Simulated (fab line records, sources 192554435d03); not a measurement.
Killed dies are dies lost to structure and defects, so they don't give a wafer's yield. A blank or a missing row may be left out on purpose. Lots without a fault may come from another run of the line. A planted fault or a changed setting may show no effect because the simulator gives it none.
Which tool did it? | flow n5_finfet | 12 lots, 36 wafers sampled, at 2 steps of a route of 1938

WHAT THE GAUGES READ, wafer by wafer
N5_GATE_CUT_CD_MEAS_13: target cd 20 nm.
lot  | measured     | on        | cd_nm (nm)
L075 | day 5 06:58  | cd_sem-02 | 19.68 19.92 19.63
L078 | day 5 17:20  | cd_sem-02 | 19.95 19.89 19.81
L079 | day 5 21:01  | cd_sem-03 | 20.21 20.11 20.08
L081 | day 6 03:50  | cd_sem-03 | 20.25 20.20 20.06
L083 | day 6 18:14  | cd_sem-01 | 20.05 19.97 19.96
L085 | day 7 08:06  | cd_sem-03 | 19.93 19.63 20.01
L087 | day 8 00:43  | cd_sem-02 | 19.95 19.57 19.91
L090 | day 8 08:47  | cd_sem-02 | 20.06 19.83 19.93
L091 | day 8 19:57  | cd_sem-01 | 20.11 19.66 19.89
L093 | day 9 04:36  | cd_sem-01 | 20.22 20.62 19.83
L095 | day 9 20:02  | cd_sem-02 | 20.01 20.03 19.85
L097 | day 10 08:59 | cd_sem-03 | 19.97 20.26 20.22

WHICH TOOL RAN EACH LOT (tool, then ch and the chambers of the sampled wafers, then the start)
lot  | N5_GATE_CUT_SAC_CAP_01
L075 | ald_sin-01 ch 0,1,2, day 5 03:54
L078 | ald_sin-01 ch 0,1, day 5 14:16
L079 | ald_sin-04 ch 0,1,2, day 5 17:57
L081 | ald_sin-01 ch 1,2,3, day 6 00:54
L083 | ald_sin-04 ch 1,2,3, day 6 15:10
L085 | ald_sin-01 ch 0,2,3, day 7 05:02
L087 | ald_sin-01 ch 0,1, day 7 21:44
L090 | ald_sin-04 ch 0,1,3, day 8 05:50
L091 | ald_sin-03 ch 0,1,3, day 8 16:58
L093 | ald_sin-04 ch 1,2,3, day 9 01:40
L095 | ald_sin-03 ch 0,1,3, day 9 16:58
L097 | ald_sin-03 ch 0,1, day 10 05:56
- N5_GATE_CUT_SAC_CAP_01: material SiNx, target thk 24 nm, pulse time 1 s, ald cycles 480.

THE ANSWER, worked out from the rows above alone
Rule: what is usual is taken from the lots themselves. Put in order of their means at a reading, lots are off if they are a third of the lots or fewer, leave a main group of 4 or more, and stand apart from it by a gap of 3 or more times the standard deviation of the main group's means; of several such gaps the widest counts. A main group whose means are all the same, to the digits that the tables above print for the reading, isn't used. A lot without any number at a reading at which 4 lots or more have one is off too. The other lots that the step has rows for count as sound.
No lot is off at any reading shown: from this, nothing can be told.

WHAT THE SIMULATOR HAD PUT IN
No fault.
